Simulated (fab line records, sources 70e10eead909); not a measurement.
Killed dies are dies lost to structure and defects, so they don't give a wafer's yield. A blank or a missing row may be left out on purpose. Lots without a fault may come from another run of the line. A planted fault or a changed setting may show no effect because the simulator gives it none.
Chamber matching | flow nand_harc | NHARC_A_WL_FILL_ALD_02 on ald_metal-02: 4 sister chambers
The step deposits TiN, target thk 2 nm, pulse time 3 s, ald cycles 100. 4 wafers are shown with their chamber, then 7 later ones without.

WAFERS WITH THEIR CHAMBER
wafer  | chamber | heater_power_w (W)
L090.1 | 0       | 1109
L090.4 | 2       | 1092
L090.5 | 3       | 978
L094.5 | 1       | 1252

WAFERS WITHOUT THEIR CHAMBER
wafer  | heater_power_w (W)
L094.6 | 1129
L095.2 | 1109
L095.3 | 1127
L095.6 | 1255
L097.3 | 1135
L097.4 | 1231
L097.6 | 1121

WHICH CHAMBER EACH WENT THROUGH
wafer  | from the rows above     | in truth
L094.6 | can't be placed: 0 or 2 | 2
L095.2 | can't be placed: 0 or 2 | 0
L095.3 | can't be placed: 0 or 2 | 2
L095.6 | 1                       | 1
L097.3 | can't be placed: 0 or 2 | 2
L097.4 | 1                       | 1
L097.6 | can't be placed: 0 or 2 | 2
Placed correctly: 2 of 7. Can't be placed from these rows: 5 (the true chamber is among the candidates in 5). Placed wrongly: 0.
How it was worked out, from the rows above alone: a wafer's distance from a chamber is the root of the sum, over the readings, of the square of ((its reading less the chamber's mean) divided by the reading's scatter). The wafer belongs to the nearest chamber; if the next one is less than 2 further off, it can't be placed. A chamber's mean is the mean of its shown wafers. The scatter: with one shown wafer a chamber, the root of the mean of the squares of how far each hidden wafer lies from its nearest shown one.
